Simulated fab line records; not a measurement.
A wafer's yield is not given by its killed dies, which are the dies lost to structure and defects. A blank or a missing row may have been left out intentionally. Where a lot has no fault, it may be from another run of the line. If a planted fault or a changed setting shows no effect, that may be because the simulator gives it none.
Which tool did it?	flow nand harc	18 wafers sampled from 6 lots at 1 step of a route of 1302

WHAT THE GAUGES SHOWED, per wafer
NHARC_A_ONON_D1_THK_MEAS_14: measures by ellipsometry.
lot	measured	on	thk nm (nm)
L832	day 9 04:22	film metro-02	990 989 989
L834	day 9 19:59	film metro-02	998 997 998
L836	day 10 23:10	film metro-01	999 1000 1001
L838	day 11 21:50	film metro-02	1003 1001 1002
L842	day 13 03:29	film metro-02	1003 1001 1001
L850	day 16 11:37	film metro-02	1011 1012 1011

WHICH TOOL RAN EACH LOT (tool, then ch and the chambers of the sampled wafers, then the start)
The record shows no process step preceding these readings.

THE ANSWER, worked out from the rows above alone
Rule: the usual values come from the lots themselves. The widest of any qualifying gaps counts: lots, ordered by their means at a reading, are off when they make up no more than a third of the lots, leave a main group of 4 or more, and stand apart from it by 3 or more times the standard deviation of that group's means. A main group whose means are all the same, to the digits that the tables above print for the reading, isn't used. A lot without any number at a reading at which 4 lots or more have one is off too. All remaining lots with rows at the step are treated as sound.
No lot is off at any reading shown: from this, nothing can be told.

WHAT HAD BEEN PUT IN BY THE SIMULATOR
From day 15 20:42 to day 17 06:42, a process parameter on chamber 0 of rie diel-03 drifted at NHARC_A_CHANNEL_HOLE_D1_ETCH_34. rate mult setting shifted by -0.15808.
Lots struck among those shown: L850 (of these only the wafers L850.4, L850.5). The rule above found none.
